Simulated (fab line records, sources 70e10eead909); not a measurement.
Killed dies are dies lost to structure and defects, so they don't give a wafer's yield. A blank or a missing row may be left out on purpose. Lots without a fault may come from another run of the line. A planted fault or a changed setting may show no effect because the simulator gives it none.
Which tool did it? | flow nand_harc | 11 lots, 33 wafers sampled, at 4 steps of a route of 1302

WHAT THE GAUGES READ, wafer by wafer
NHARC_A_CHANNEL_HOLE_D1_INSPECT_40.
lot  | measured     | on                | raw_defect_count
L499 | day 8 22:02  | defect_inspect-01 | 41 69 51
L501 | day 9 20:06  | defect_inspect-02 | 45 52 53
L509 | day 12 21:52 | defect_inspect-01 | 93 1029 118
L510 | day 13 10:28 | defect_inspect-02 | 56 910 40
L511 | day 13 18:29 | defect_inspect-01 | 56 48 69
L516 | day 16 08:22 | defect_inspect-02 | 96 110 123
L517 | day 16 11:50 | defect_inspect-02 | 42 59 61
L518 | day 16 16:52 | defect_inspect-02 | 103 87 107
L519 | day 17 07:53 | defect_inspect-01 | 79 61 46
L520 | day 17 12:07 | defect_inspect-02 | 67 69 43
L521 | day 18 00:12 | defect_inspect-01 | 72 75 78

WHICH TOOL RAN EACH LOT (tool, then ch and the chambers of the sampled wafers, then the start)
lot  | NHARC_A_CHANNEL_HOLE_D1_ETCH_38    | NHARC_A_CHANNEL_HOLE_D1_ETCH_25  | NHARC_A_CHANNEL_HOLE_D1_ETCH_26
L499 | rie_diel-02 ch 0,1,2, day 8 12:23  | har_etch-01 ch 0,1, day 8 19:13  | har_etch-01 ch 0,1, day 8 20:05
L501 | rie_diel-13 ch 1,2,3, day 9 11:27  | har_etch-01 ch 0,1, day 9 17:26  | har_etch-01 ch 0,1, day 9 18:12
L509 | rie_diel-07 ch 0,2,3, day 12 10:53 | har_etch-02 ch 0,1, day 12 19:02 | har_etch-02 ch 0,1, day 12 19:55
L510 | rie_diel-07 ch 0,1,2, day 13 03:22 | har_etch-01 ch 1, day 13 07:22   | har_etch-01 ch 1, day 13 08:14
L511 | rie_diel-13 ch 1,2,3, day 13 10:35 | har_etch-01 ch 0,1, day 13 15:40 | har_etch-01 ch 0,1, day 13 16:32
L516 | rie_diel-02 ch 0,1, day 16 01:33   | har_etch-02 ch 0,1, day 16 05:43 | har_etch-02 ch 0,1, day 16 06:29
L517 | rie_diel-07 ch 1,2, day 16 02:41   | har_etch-01 ch 0,1, day 16 08:50 | har_etch-01 ch 0,1, day 16 09:30
L518 | rie_diel-07 ch 0,1,3, day 16 10:05 | har_etch-02 ch 0,1, day 16 14:12 | har_etch-02 ch 0,1, day 16 14:59
L519 | rie_diel-07 ch 1,2,3, day 17 01:05 | har_etch-01 ch 0,1, day 17 05:04 | har_etch-01 ch 0,1, day 17 05:58
L520 | rie_diel-07 ch 0,1,2, day 17 02:22 | har_etch-01 ch 0,1, day 17 09:32 | har_etch-01 ch 0,1, day 17 10:12
L521 | rie_diel-07 ch 0,1, day 17 16:21   | har_etch-01 ch 0, day 17 21:32   | har_etch-01 ch 0, day 17 22:19
- NHARC_A_CHANNEL_HOLE_D1_ETCH_38: etches the open film in CF4, target depth 39 nm, time 65 s.
- NHARC_A_CHANNEL_HOLE_D1_ETCH_25: etches the open film in C4F8/O2/Ar, time 1040.2 s, target depth 1500 nm.
- NHARC_A_CHANNEL_HOLE_D1_ETCH_26: etches the open film in C4F8/O2/Ar, time 224.1 s, target depth 300 nm.

THE ANSWER, worked out from the rows above alone
Rule: what is usual is taken from the lots themselves. Put in order of their means at a reading, lots are off if they are a third of the lots or fewer, leave a main group of 4 or more, and stand apart from it by a gap of 3 or more times the standard deviation of the main group's means; of several such gaps the widest counts. A main group whose means are all the same, to the digits that the tables above print for the reading, isn't used. A lot without any number at a reading at which 4 lots or more have one is off too. The other lots that the step has rows for count as sound.
Off: L509, L510, at NHARC_A_CHANNEL_HOLE_D1_INSPECT_40 (raw_defect_count). The main group: mean 69, standard deviation 20.
A tool fits if, at a process step before that reading, it ran every lot that is off, and no sound lot after the first of them. The gauges at NHARC_A_CHANNEL_HOLE_D1_INSPECT_40 are tried like those tools. None of those tried fits.

WHAT THE SIMULATOR HAD PUT IN
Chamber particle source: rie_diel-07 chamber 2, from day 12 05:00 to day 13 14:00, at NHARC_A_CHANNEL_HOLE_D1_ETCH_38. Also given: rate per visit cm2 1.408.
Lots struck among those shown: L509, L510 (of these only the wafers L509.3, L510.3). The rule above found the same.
